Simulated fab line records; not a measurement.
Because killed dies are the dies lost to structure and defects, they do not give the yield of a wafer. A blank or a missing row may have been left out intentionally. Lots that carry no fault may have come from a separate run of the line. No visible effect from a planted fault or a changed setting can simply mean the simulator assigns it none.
fab line records ; flow nandHarc
[record] lots = 14; wafers = 42; lastDay = 33
route steps=1302 shown A_DECK1_JOINT@543 A_ONON_D2@550
lots with no fault: from the same line, run without faults
startH: hours from the record's first day to the start of the lot's first wafer shown ; waitH: time in hours since the lot's previous step ; " as in the row above ; L1.1+2: a single row standing in for several wafers ; - no value present, or no start provided ; * or withheld: withheld ; < > ~ a bound
route shown NAME@n: a module of which the file shows steps, and the number in the route of the first ; usual: mean/standard deviation taken from wafers without a fault ; same: alike in all rows ; chamber/n: place in a boat ; sites: the reading at each site ; _std_site: how widely they spread, as a standard deviation ; _edge_site: outer sites' mean less inner sites' ; radiusMm: for every site, how far away it sits from the centre of the wafer ; mask NAME#n: copy n ; behind: the last tool/chamber to shape the wafer ; hold: the reason the lot was held/the length of the hold in hours/how it ended ; device: the transistor (n, p or np) that didn't switch ; end of line: tests run on the same wafers once the route is complete ; for a step that has no rows: nothing shown but its recipe ; killed: dies that structure and defects cost at the first sort, which is not the same as the wafer's yield ; map: the dies of a wafer, with x for killed, . for not killed, _ for no die there
set.NAME: the setting the step ran with; set.NAME@STEP: the setting that earlier step ran with ; model.NAME: the simulator's own value behind a step, which no gauge read
the route's steps for a sample of lots (tables are steps, rows are wafers)
services: when a tool's chamber went out of use (startH, in hours from the record's first day, below 0 if earlier), for how many hours, and the reason
[[steps]]
[step NHARC_A_DECK1_JOINT_THK_MEAS_17]
[recipe] thkMeasGauge = ellipsometry
[usual] thkNm = 44.7/1.1
lot.wafer;tool;chamber;startH;waitH;thkNm
L868.2;filmMetro-01;-;278.55;0.2;42.6
L868.3;filmMetro-01;-;278.55;0.2;42.0
L868.6;filmMetro-01;-;278.55;0.2;43.4
L869.2;filmMetro-01;-;287.76;0.2;42.9
L869.3;filmMetro-01;-;287.76;0.2;45.3
L869.5;filmMetro-01;-;287.76;0.2;45.0
L870.2;filmMetro-02;-;287.78;0.3;42.5
L870.4;filmMetro-02;-;287.78;0.3;45.3
L870.6;filmMetro-02;-;287.78;0.3;44.4
L873.3;filmMetro-01;-;321.78;0.2;44.1
L873.5;filmMetro-01;-;321.78;0.2;44.1
L873.6;filmMetro-01;-;321.78;0.2;44.0
L872.2;filmMetro-02;-;321.95;0.2;44.9
L872.5;filmMetro-02;-;321.95;0.2;46.5
L872.6;filmMetro-02;-;321.95;0.2;46.1
L874.1;filmMetro-01;-;334.63;0.5;45.9
L874.2;filmMetro-01;-;334.63;0.5;45.3
L874.4;filmMetro-01;-;334.63;0.5;46.7
L876.2;filmMetro-01;-;354.68;0.3;44.8
L876.4;filmMetro-01;-;354.68;0.3;44.9
L876.6;filmMetro-01;-;354.68;0.3;45.2
L878.4;filmMetro-01;-;374.50;0.1;46.2
L878.5;filmMetro-01;-;374.50;0.1;45.1
L878.6;filmMetro-01;-;374.50;0.1;44.0
L879.2;filmMetro-01;-;381.73;0.2;45.2
L879.5;filmMetro-01;-;381.73;0.2;44.4
L879.6;filmMetro-01;-;381.73;0.2;44.6
L880.2;filmMetro-01;-;381.74;0.2;46.0
L880.5;filmMetro-01;-;381.74;0.2;44.9
L880.6;filmMetro-01;-;381.74;0.2;46.4
L882.1;filmMetro-01;-;418.68;0.2;44.3
L882.4;filmMetro-01;-;418.68;0.2;45.7
L882.6;filmMetro-01;-;418.68;0.2;44.9
L889.2;filmMetro-02;-;491.11;0.3;44.4
L889.4;filmMetro-02;-;491.11;0.3;46.0
L889.5;filmMetro-02;-;491.11;0.3;43.2
L890.2;filmMetro-02;-;499.48;0.2;45.5
L890.3;filmMetro-02;-;499.48;0.2;46.5
L890.4;filmMetro-02;-;499.48;0.2;45.0
L891.1;filmMetro-01;-;505.26;0.3;45.2
L891.3;filmMetro-01;-;505.26;0.3;44.5
L891.6;filmMetro-01;-;505.26;0.3;44.7
[step NHARC_A_DECK1_JOINT_INSPECT_05]
[usual] rawDefectCount = 310/110
lot.wafer;tool;chamber;startH;waitH;rawDefectCount
L868.2;defectInspect-02;-;278.59;0.0;405
L868.3;defectInspect-02;-;278.59;0.0;274
L868.6;defectInspect-02;-;278.59;0.0;395
L869.2;defectInspect-02;-;287.79;0.0;225
L869.3;defectInspect-02;-;287.79;0.0;203
L869.5;defectInspect-02;-;287.79;0.0;297
L870.2;defectInspect-01;-;287.82;0.0;323
L870.4;defectInspect-01;-;287.82;0.0;278
L870.6;defectInspect-01;-;287.82;0.0;350
L873.3;defectInspect-01;-;321.82;0.0;682
L873.5;defectInspect-01;-;321.82;0.0;665
L873.6;defectInspect-01;-;321.82;0.0;347
L872.2;defectInspect-02;-;322.00;0.1;232
L872.5;defectInspect-02;-;322.00;0.1;257
L872.6;defectInspect-02;-;322.00;0.1;207
L874.1;defectInspect-02;-;334.67;0.0;289
L874.2;defectInspect-02;-;334.67;0.0;512
L874.4;defectInspect-02;-;334.67;0.0;318
L876.2;defectInspect-02;-;354.72;0.0;357
L876.4;defectInspect-02;-;354.72;0.0;277
L876.6;defectInspect-02;-;354.72;0.0;361
L878.4;defectInspect-02;-;374.54;0.0;392
L878.5;defectInspect-02;-;374.54;0.0;263
L878.6;defectInspect-02;-;374.54;0.0;225
L879.2;defectInspect-02;-;381.77;0.0;383
L879.5;defectInspect-02;-;381.77;0.0;302
L879.6;defectInspect-02;-;381.77;0.0;325
L880.2;defectInspect-02;-;381.78;0.0;165
L880.5;defectInspect-02;-;381.78;0.0;212
L880.6;defectInspect-02;-;381.78;0.0;137
L882.1;defectInspect-02;-;418.72;0.0;265
L882.4;defectInspect-02;-;418.72;0.0;302
L882.6;defectInspect-02;-;418.72;0.0;319
L889.2;defectInspect-01;-;491.14;0.0;281
L889.4;defectInspect-01;-;491.14;0.0;157
L889.5;defectInspect-01;-;491.14;0.0;161
L890.2;defectInspect-01;-;499.52;0.0;205
L890.3;defectInspect-01;-;499.52;0.0;264
L890.4;defectInspect-01;-;499.52;0.0;332
L891.1;defectInspect-01;-;505.29;0.0;295
L891.3;defectInspect-01;-;505.29;0.0;216
L891.6;defectInspect-01;-;505.29;0.0;231
[step NHARC_A_ONON_D2_THK_MEAS_08]
[recipe] thkMeasGauge = ellipsometry
[usual] thkNm = 1000/9
lot.wafer;tool;chamber;startH;waitH;thkNm
L868.2;filmMetro-01;-;280.31;-;1013
L868.3;filmMetro-01;-;280.31;-;1016
L868.6;filmMetro-01;-;280.31;-;1010
L869.2;filmMetro-02;-;289.50;-;1005
L869.3;filmMetro-02;-;289.50;-;1006
L869.5;filmMetro-02;-;289.50;-;1008
L870.2;filmMetro-01;-;289.53;-;1015
L870.4;filmMetro-01;-;289.53;-;1017
L870.6;filmMetro-01;-;289.53;-;1017
L873.3;filmMetro-02;-;323.72;-;997
L873.5;filmMetro-02;-;323.72;-;994
L873.6;filmMetro-02;-;323.72;-;997
L872.2;filmMetro-01;-;323.84;-;1003
L872.5;filmMetro-01;-;323.84;-;1003
L872.6;filmMetro-01;-;323.84;-;1003
L874.1;filmMetro-02;-;336.38;-;997
L874.2;filmMetro-02;-;336.38;-;998
L874.4;filmMetro-02;-;336.38;-;997
L876.2;filmMetro-01;-;356.43;-;1001
L876.4;filmMetro-01;-;356.43;-;1003
L876.6;filmMetro-01;-;356.43;-;1000
L878.4;filmMetro-01;-;376.24;-;1005
L878.5;filmMetro-01;-;376.24;-;1003
L878.6;filmMetro-01;-;376.24;-;1004
L879.2;filmMetro-01;-;383.47;-;994
L879.5;filmMetro-01;-;383.47;-;994
L879.6;filmMetro-01;-;383.47;-;994
L880.2;filmMetro-01;-;383.49;-;980
L880.5;filmMetro-01;-;383.49;-;981
L880.6;filmMetro-01;-;383.49;-;980
L882.1;filmMetro-02;-;420.42;-;988
L882.4;filmMetro-02;-;420.42;-;988
L882.6;filmMetro-02;-;420.42;-;989
L889.2;filmMetro-02;-;492.87;-;1014
L889.4;filmMetro-02;-;492.87;-;1015
L889.5;filmMetro-02;-;492.87;-;1012
L890.2;filmMetro-02;-;501.24;-;994
L890.3;filmMetro-02;-;501.24;-;993
L890.4;filmMetro-02;-;501.24;-;993
L891.1;filmMetro-02;-;507.03;-;990
L891.3;filmMetro-02;-;507.03;-;992
L891.6;filmMetro-02;-;507.03;-;991
[step NHARC_A_ONON_D2_DEP_25]
[recipe] targetThkA = 10000; n2FlowSccm = 2750; n2oFlowSccm = 2000; nh3FlowSccm = 500; sih4FlowSccm = 210; tempC = 400
[usual] sih4FlowSccm = 210.2/0.58
lot.wafer;tool;chamber;startH;waitH;sih4FlowSccm
L868.2;pecvdOnon-01;0;290.42;0.1;210.5
L868.3;pecvdOnon-01;0;290.42;0.1;210.9
L868.6;pecvdOnon-01;0;290.42;0.1;211.5
L870.2;pecvdOnon-04;0;300.05;0.1;210.8
L870.4;pecvdOnon-04;0;300.05;0.1;210.7
L870.6;pecvdOnon-04;0;300.05;0.1;210.3
L869.2;pecvdOnon-01;0;300.05;0.1;210.3
L869.3;pecvdOnon-01;0;300.05;0.1;210.1
L869.5;pecvdOnon-01;0;300.05;0.1;210.3
L872.2;pecvdOnon-04;0;333.78;0.1;209.8
L872.5;pecvdOnon-04;0;333.78;0.1;209.3
L872.6;pecvdOnon-04;0;333.78;0.1;209.5
L873.3;pecvdOnon-03;0;333.84;0.2;211.1
L873.5;pecvdOnon-03;0;333.84;0.2;210.4
L873.6;pecvdOnon-03;0;333.84;0.2;210.0
L874.1;pecvdOnon-01;0;346.11;0.1;210.7
L874.2;pecvdOnon-01;0;346.11;0.1;209.9
L874.4;pecvdOnon-01;0;346.11;0.1;210.2
L876.2;pecvdOnon-01;0;366.11;0.1;210.3
L876.4;pecvdOnon-01;0;366.11;0.1;211.2
L876.6;pecvdOnon-01;0;366.11;0.1;210.0
L878.4;pecvdOnon-01;0;386.39;0.2;209.1
L878.5;pecvdOnon-01;0;386.39;0.2;210.0
L878.6;pecvdOnon-01;0;386.39;0.2;210.9
L879.2;pecvdOnon-04;0;393.25;0.1;210.9
L879.5;pecvdOnon-04;0;393.25;0.1;210.8
L879.6;pecvdOnon-04;0;393.25;0.1;211.1
L880.2;pecvdOnon-01;0;393.25;0.1;209.8
L880.5;pecvdOnon-01;0;393.25;0.1;209.3
L880.6;pecvdOnon-01;0;393.25;0.1;210.2
L882.1;pecvdOnon-04;0;430.42;0.1;210.3
L882.4;pecvdOnon-04;0;430.42;0.1;211.0
L882.6;pecvdOnon-04;0;430.42;0.1;209.8
L889.2;pecvdOnon-03;0;504.32;0.1;210.1
L889.4;pecvdOnon-03;0;504.32;0.1;210.8
L889.5;pecvdOnon-03;0;504.32;0.1;211.1
L890.2;pecvdOnon-03;0;511.36;0.1;210.6
L890.3;pecvdOnon-03;0;511.36;0.1;210.4
L890.4;pecvdOnon-03;0;511.36;0.1;210.0
L891.1;pecvdOnon-04;0;518.37;0.1;209.3
L891.3;pecvdOnon-04;0;518.37;0.1;210.4
L891.6;pecvdOnon-04;0;518.37;0.1;210.1
[step NHARC_A_ONON_D2_THK_MEAS_27]
[recipe] thkMeasGauge = ellipsometry
[usual] thkNm = 1001/8.8
lot.wafer;tool;chamber;startH;waitH;thkNm
L868.2;filmMetro-02;-;290.86;-;1001
L868.3;filmMetro-02;-;290.86;-;998
L868.6;filmMetro-02;-;290.86;-;1001
L869.2;filmMetro-01;-;300.50;-;999
L869.3;filmMetro-01;-;300.50;-;1002
L869.5;filmMetro-01;-;300.50;-;1000
L870.2;filmMetro-02;-;300.50;-;999
L870.4;filmMetro-02;-;300.50;-;1000
L870.6;filmMetro-02;-;300.50;-;999
L873.3;filmMetro-01;-;334.23;-;1003
L873.5;filmMetro-01;-;334.23;-;1002
L873.6;filmMetro-01;-;334.23;-;1004
L872.2;filmMetro-02;-;334.24;-;996
L872.5;filmMetro-02;-;334.24;-;994
L872.6;filmMetro-02;-;334.24;-;994
L874.1;filmMetro-02;-;346.62;-;1000
L874.2;filmMetro-02;-;346.62;-;999
L874.4;filmMetro-02;-;346.62;-;1000
L876.2;filmMetro-01;-;366.57;-;992
L876.4;filmMetro-01;-;366.57;-;992
L876.6;filmMetro-01;-;366.57;-;994
L878.4;filmMetro-01;-;386.73;-;652
L878.5;filmMetro-01;-;386.73;-;996
L878.6;filmMetro-01;-;386.73;-;652
L879.2;filmMetro-01;-;393.70;-;1012
L879.5;filmMetro-01;-;393.70;-;1010
L879.6;filmMetro-01;-;393.70;-;1012
L880.2;filmMetro-02;-;393.71;-;663
L880.5;filmMetro-02;-;393.71;-;1008
L880.6;filmMetro-02;-;393.71;-;662
L882.1;filmMetro-02;-;430.94;-;997
L882.4;filmMetro-02;-;430.94;-;998
L882.6;filmMetro-02;-;430.94;-;996
L889.2;filmMetro-02;-;504.77;-;986
L889.4;filmMetro-02;-;504.77;-;985
L889.5;filmMetro-02;-;504.77;-;984
L890.2;filmMetro-02;-;511.80;-;1023
L890.3;filmMetro-02;-;511.80;-;1021
L890.4;filmMetro-02;-;511.80;-;1021
L891.1;filmMetro-02;-;518.91;-;998
L891.3;filmMetro-02;-;518.91;-;997
L891.6;filmMetro-02;-;518.91;-;997
[[services]]
tool;chamber;startH;hours;kind
pecvdOnon-01;-;269.24;13.0;pm
pecvdOnon-04;-;311.00;13.0;pm
pecvdOnon-03;-;408.00;13.0;pm
pecvdOnon-01;-;450.24;13.0;pm
pecvdOnon-04;-;492.00;13.0;pm
[[key]]
[firstSign] step = NHARC_A_ONON_D2_THK_MEAS_27; reading = thkNm; direction = down; sigmas = 39; usual = 1001; struck = 657
effect none on later readings
metAt NHARC_A_ONON_D2_DEP_25
struckLots L878,L880
struckWafers L878.4,L878.6,L880.2,L880.6
laterRowsLeftOut L878.4,L878.6,L880.2,L880.6
sortLeftOut L878.4,L878.6,L880.2,L880.6
testerLeftOut L878,L880
notActingAt NHARC_A_DECK1_JOINT_THK_MEAS_17,NHARC_A_DECK1_JOINT_INSPECT_05,NHARC_A_ONON_D2_THK_MEAS_08
onsetBetween 366.11 386.39
[fault] kind = processParameterDrift; tool = pecvdOnon-01; chamber = -; onsetH = 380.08; steps = NHARC_A_ONON_D2_DEP_25; channel = targetThkA; offset = *; shape = step; endH = 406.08; scope = struckWafersOnly; actsIn = *; stated = *
// testerLeftOut: of these lots the tester's yield and bins aren't shown, on N5 and GAA mostly nor the transistor test; their killed dies are dies lost to structure and defects alone, not to doping, threshold or leakage, so they don't give the yield
// sortLeftOut: the simulated sort isn't trusted on such a fault, so these wafers' sort isn't shown, and their yield isn't known
// laterRowsLeftOut: the simulator's readings of these wafers behind a module that went badly wrong aren't trusted and aren't shown, but for the sort
